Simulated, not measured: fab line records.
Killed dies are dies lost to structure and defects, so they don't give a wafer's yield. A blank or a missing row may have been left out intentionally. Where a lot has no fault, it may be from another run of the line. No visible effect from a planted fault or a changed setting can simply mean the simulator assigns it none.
Which tool did it? | flow nandHarc | Sampling: 13 lots, 39 wafers, 6 of 1159 route steps

## WHAT EACH GAUGE READ, for each wafer
NHARC_P_ZERO_WELL_CD_MEAS_11: the cd target is 500 nm.
lot  | measured    | on       | cdNm (nm)
L193 | day 2 01:21 | cdSem-03 | 497.5 498.4 498.9
L194 | day 2 07:14 | cdSem-03 | 500.6 497.2 498.8
L195 | day 2 13:15 | cdSem-01 | 500.0 498.7 501.2
L196 | day 2 19:15 | cdSem-01 | 498.1 499.5 497.9
L197 | day 3 01:14 | cdSem-01 | 498.1 498.0 502.1
L198 | day 3 07:14 | cdSem-01 | 500.5 499.5 497.2
L207 | day 5 13:16 | cdSem-03 | 496.9 498.3 497.3
L208 | day 5 19:34 | cdSem-02 | 501.7 498.9 498.5
L210 | day 6 07:07 | cdSem-03 | 500.1 499.3 500.9
L211 | day 6 13:12 | cdSem-01 | 498.7 500.0 496.9
L212 | day 6 19:22 | cdSem-03 | 497.6 496.9 497.5
L213 | day 7 01:15 | cdSem-01 | 498.7 502.0 501.1
L214 | day 7 07:18 | cdSem-01 | 501.9 499.9 500.2

NHARC_P_ZERO_WELL_CD_MEAS_24: the cd target is 720 nm.
lot  | measured    | on       | cdNm (nm)
L193 | day 2 02:41 | cdSem-02 | 721.1 720.6 720.1
L194 | day 2 08:37 | cdSem-03 | 720.3 719.6 721.1
L195 | day 2 14:29 | cdSem-02 | 722.9 719.6 722.1
L196 | day 2 20:30 | cdSem-01 | 719.0 718.8 719.7
L197 | day 3 02:35 | cdSem-01 | 721.9 719.8 720.0
L198 | day 3 08:35 | cdSem-01 | - - -
L207 | day 5 14:38 | cdSem-02 | 721.5 718.3 720.7
L208 | day 5 20:55 | cdSem-03 | 718.1 717.0 719.7
L210 | day 6 08:29 | cdSem-03 | 718.9 722.3 722.0
L211 | day 6 14:29 | cdSem-02 | 721.5 719.9 720.8
L212 | day 6 20:43 | cdSem-02 | 720.9 718.9 720.6
L213 | day 7 02:37 | cdSem-03 | 721.4 719.5 721.7
L214 | day 7 08:41 | cdSem-01 | 720.0 719.5 720.8

NHARC_P_GATE_OVL_MEAS_27.
lot  | measured     | on         | overlayXNm (nm) | overlayYNm (nm)
L193 | day 5 07:19  | overlay-01 | 0.8 0.0 0.5     | 0.3 0.2 0.7
L194 | day 5 07:29  | overlay-02 | 0.2 0.5 0.3     | 0.2 0.7 0.6
L195 | day 5 07:38  | overlay-01 | 0.5 0.4 0.9     | -0.6 -0.6 -0.3
L196 | day 5 22:50  | overlay-02 | -0.3 -0.6 0.1   | -0.2 0.0 0.0
L197 | day 6 05:36  | overlay-01 | -0.2 -0.5 -1.1  | 1.3 0.9 1.0
L207 | day 8 12:22  | overlay-02 | 1.3 1.3 1.6     | 1.1 0.8 0.8
L208 | day 9 06:38  | overlay-01 | -0.5 -0.6 -0.3  | -0.4 -0.8 -0.5
L210 | day 9 13:58  | overlay-02 | -0.5 -0.1 0.2   | -0.1 -0.3 -0.7
L211 | day 9 14:34  | overlay-01 | 1.2 2.1 1.5     | 0.7 0.4 0.3
L212 | day 10 04:44 | overlay-01 | -1.0 -0.7 -0.6  | 0.0 0.5 0.4
L213 | day 10 04:28 | overlay-02 | -0.2 -0.2 -0.4  | 0.3 0.2 -0.3
L214 | day 10 11:46 | overlay-02 | 1.2 1.1 0.6     | -0.6 -0.6 0.0

NHARC_END_SORT_01.
lot  | measured     | on        | killedAtArray | killedAtOther | killedAtPeriphery | killedDies  | killedOpen | killedShort
L198 | day 21 02:30 | prober-02 | 15 26 23      | 0 0 1         | 662 651 653       | 677 677 677 | 4 2 2      | 0 1 0

## EACH LOT AND THE TOOL THAT RAN IT (in order: tool; ch and the chambers of the sampled wafers; start)
lot  | NHARC_P_ZERO_WELL_EXPOSE_21     | NHARC_P_ZERO_WELL_DESCUM_26
L193 | krfScanner-04 ch 0, day 2 02:32 | rieDiel-06 ch 0,1, day 2 02:52
L194 | krfScanner-01 ch 0, day 2 08:28 | rieDiel-06 ch 0,3, day 2 08:47
L195 | krfScanner-01 ch 0, day 2 14:20 | rieDiel-05 ch 1,2,3, day 2 14:39
L196 | krfScanner-01 ch 0, day 2 20:20 | rieDiel-06 ch 0,1, day 2 20:40
L197 | krfScanner-02 ch 0, day 3 02:25 | rieDiel-06 ch 0,1,3, day 3 02:46
L198 | krfScanner-01 ch 0, day 3 08:26 | rieDiel-05 ch 0,2, day 3 08:44
L207 | krfScanner-04 ch 0, day 5 14:29 | rieDiel-06 ch 0,3, day 5 14:47
L208 | krfScanner-02 ch 0, day 5 20:46 | rieDiel-12 ch 0,1,2, day 5 21:05
L210 | krfScanner-01 ch 0, day 6 08:19 | rieDiel-05 ch 1,2,3, day 6 08:39
L211 | krfScanner-01 ch 0, day 6 14:20 | rieDiel-06 ch 0,2,3, day 6 14:41
L212 | krfScanner-02 ch 0, day 6 20:33 | rieDiel-05 ch 0,1,3, day 6 20:52
L213 | krfScanner-04 ch 0, day 7 02:27 | rieDiel-05 ch 1,2, day 7 02:46
L214 | krfScanner-01 ch 0, day 7 08:32 | rieDiel-12 ch 0,1,2, day 7 08:51
- NHARC_P_ZERO_WELL_EXPOSE_21: exposes mask P NWELL, target cd 720 nm.
- NHARC_P_ZERO_WELL_DESCUM_26: chemistry O2, time 3 s.

## AS READ BY THE TOOLS THEMSELVES (means over the sampled wafers that have a number; for cases with no such wafer, the mark the record gives instead)
NHARC_P_ZERO_WELL_DESCUM_26.
lot  | tool       | drypumpMotorCurrentA (A) | oesProductAu (a.u.) | rfVppV (V) | showerheadPlenumPTorr (Torr) | throttleValvePct (%)
L193 | rieDiel-06 | 6.1                      | 1.007               | 57.9       | 1.82                         | 11.318
L194 | rieDiel-06 | 5.1                      | 0.998               | 57.7       | 1.96                         | 11.320
L195 | rieDiel-05 | 5.5                      | 0.994               | 57.0       | 1.87                         | 11.324
L196 | rieDiel-06 | 6.1                      | 0.999               | 57.3       | 1.82                         | 11.306
L197 | rieDiel-06 | 5.6                      | 1.002               | 57.9       | 1.89                         | 11.316
L198 | rieDiel-05 | 5.1                      | 0.996               | 57.9       | 1.90                         | 11.310
L207 | rieDiel-06 | 5.1                      | 1.003               | 58.3       | 1.96                         | 11.314
L208 | rieDiel-12 | 5.7                      | 0.992               | 58.1       | 1.83                         | 11.326
L210 | rieDiel-05 | 5.5                      | 0.993               | 57.3       | 1.87                         | 11.318
L211 | rieDiel-06 | 5.4                      | 0.988               | 57.4       | 1.90                         | 11.321
L212 | rieDiel-05 | 5.4                      | 0.991               | 57.8       | 1.85                         | 11.306
L213 | rieDiel-05 | 5.3                      | 0.988               | 57.5       | 1.91                         | 11.308
L214 | rieDiel-12 | 5.7                      | 0.991               | 58.1       | 1.83                         | 11.304

## THE ANSWER, worked out from the rows above alone
Rule: usual is defined by the lots themselves. The widest of any qualifying gaps counts: lots, ordered by their means at a reading, are off when they make up no more than a third of the lots, leave a main group of 4 or more, and stand apart from it by 3 or more times the standard deviation of that group's means. If all means in a main group match to the digits the tables above print for the reading, that group is not used. Also off: a lot with no number at a reading for which 4 or more lots have one. Any other lot the step has rows for is counted as sound. Order of review: gauges by route order, followed by the tools' own readings, for which a lot's mean as printed above is used. The first step at which some lot is off is used, and at that step the reading that is off furthest; a lot without a number counts as furthest.
Off: L198, at NHARC_P_ZERO_WELL_CD_MEAS_24 (cdNm). Without a number there: L198. Mean 720.3 nm and standard deviation 0.83 in the main group.
A tool fits if, at a process step before that reading, it ran every lot that is off, and no sound lot after the first of them. The gauges at NHARC_P_ZERO_WELL_CD_MEAS_24 are tried like those tools. Not one of the candidates tried fits.

## WHAT THE SIMULATOR PUT IN
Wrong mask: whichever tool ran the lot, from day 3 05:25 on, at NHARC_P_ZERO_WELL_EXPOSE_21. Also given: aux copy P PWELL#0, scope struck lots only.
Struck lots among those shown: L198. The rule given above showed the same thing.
